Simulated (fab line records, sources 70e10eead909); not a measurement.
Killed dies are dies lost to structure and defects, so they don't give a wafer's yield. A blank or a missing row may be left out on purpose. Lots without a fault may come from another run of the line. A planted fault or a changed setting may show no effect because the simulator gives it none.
A struck lot beside a sound one | flow nand_harc | 15 steps out of a route of 1159
Sound: wafers L626.1, L626.4, L626.6. Struck: wafer L618.2. (L618.6 of the same lot was not struck and is left out.) The cause comes at the end.
At each step with rows: each side's tool, then ch and its chambers, then its first start. Under that, the readings that differ: sound wafers | struck wafers | difference of the means | sigmas: that difference in standard deviations of wafers without a fault.
alike: readings whose means differ by less than 2 such deviations, and words and numbers that are the same on both sides. not compared: withheld readings, readings that some wafer has no value for, bounds like >300 that may hide the same value, and numbers for which the record gives no deviation and whose values overlap.
The two part at a step that has a row with sigmas, a row that says differs or no value, or rows on one side only. Numbers that don't overlap but have no deviation are shown without sigmas and don't part them. A reading that every wafer of one side lacks parts them only if that side has two wafers or more.

first, 6 steps without rows for these wafers: NHARC_P_STI_COAT_03 (resist thk 600 nm); NHARC_P_STI_SOFTBAKE_04 (time 70 s); NHARC_P_STI_EBR_05; NHARC_P_STI_EXPOSE_06 (exposes mask P STI, target cd 200 nm); NHARC_P_STI_PEB_07 (peb time 80 s); NHARC_P_STI_DEVELOP_08 (time 50 s).
NHARC_P_STI_CD_MEAS_09: target cd 200 nm.
  sound on cd_sem-02 ch 0, day 7 04:59; struck on cd_sem-02 ch 0, day 5 07:20
  alike: cd_nm
NHARC_P_STI_OVL_MEAS_10:
  sound on overlay-02, day 7 05:04; struck on overlay-02, day 5 07:25
  reading           | sound | struck | difference | sigmas
  overlay_x_nm (nm) | 9 9 8 | -3     | -12        | -2
  alike: overlay_y_nm
NHARC_P_STI_INSPECT_11:
  sound on defect_inspect-01, day 7 05:07; struck on defect_inspect-01, day 5 07:27
  alike: raw_defect_count
then, 1 step without rows for these wafers: NHARC_P_STI_HARDBAKE_13 (time 65 s).
NHARC_P_STI_DESCUM_14: chemistry O2, time 3 s.
  sound on rie_diel-03 ch 0,3, day 7 05:14; struck on rie_diel-10 ch 1, day 5 07:37
  alike: drypump_motor_current_A, mfc_ar_sccm, oes_product_au, rf_vpp_V, showerhead_plenum_p_Torr, throttle_valve_pct
  not compared: rf_hours_counter_h
NHARC_P_STI_ETCH_42: etches the open film in N2/H2, target depth 80 nm, overetch 24 nm, time 61 s.
  sound on rie_diel-03 ch 1,2,3, day 7 05:20; struck on rie_diel-10 ch 0, day 5 07:41
  alike: drypump_motor_current_A, mfc_ar_sccm, oes_product_au, rf_vpp_V, run_length_s, showerhead_plenum_p_Torr, throttle_valve_pct
  not compared: rf_hours_counter_h
NHARC_P_STI_ETCH_31: etches the open film in CF4/CHF3, target depth 108.9 nm, time 54.5 s.
  sound on rie_diel-03 ch 1,2,3, day 7 05:25; struck on rie_diel-10 ch 0, day 5 07:46
  reading          | sound          | struck | difference | sigmas
  run_length_s (s) | 76.1 75.7 76.0 | 65.0   | -10.9      | -29
  alike: chf3_flow_sccm, drypump_motor_current_A, mfc_ar_sccm, oes_product_au, rf_vpp_V, showerhead_plenum_p_Torr, throttle_valve_pct
  not compared: rf_hours_counter_h
NHARC_P_STI_ETCH_15: etches the open film in HBr/Cl2, target depth 300 nm, time 100.1 s.
  sound on rie_si-03 ch 0,2,3, day 7 05:32; struck on rie_si-06 ch 2, day 5 07:52
  reading             | sound             | struck | difference | sigmas
  mfc_cl2_sccm (sccm) | 49.87 50.18 50.08 | 50.38  | +0.34      | +2
  alike: drypump_motor_current_A, oes_product_au, throttle_valve_pct
  not compared: rf_hours_counter_h
-- the record jumps here: 17 days lie between the struck wafers' starts before and after (it left off in module P_STI and takes up again in module END, whose first step shown is number 1159 of the route) --
NHARC_END_SORT_01:
  the record has rows for the struck wafers here (prober-02 ch 0, day 22 12:20) and none for the sound ones

WHERE THEY PART
First at NHARC_P_STI_OVL_MEAS_10; last, within this record, at NHARC_END_SORT_01.

WHY: what the simulator had put in
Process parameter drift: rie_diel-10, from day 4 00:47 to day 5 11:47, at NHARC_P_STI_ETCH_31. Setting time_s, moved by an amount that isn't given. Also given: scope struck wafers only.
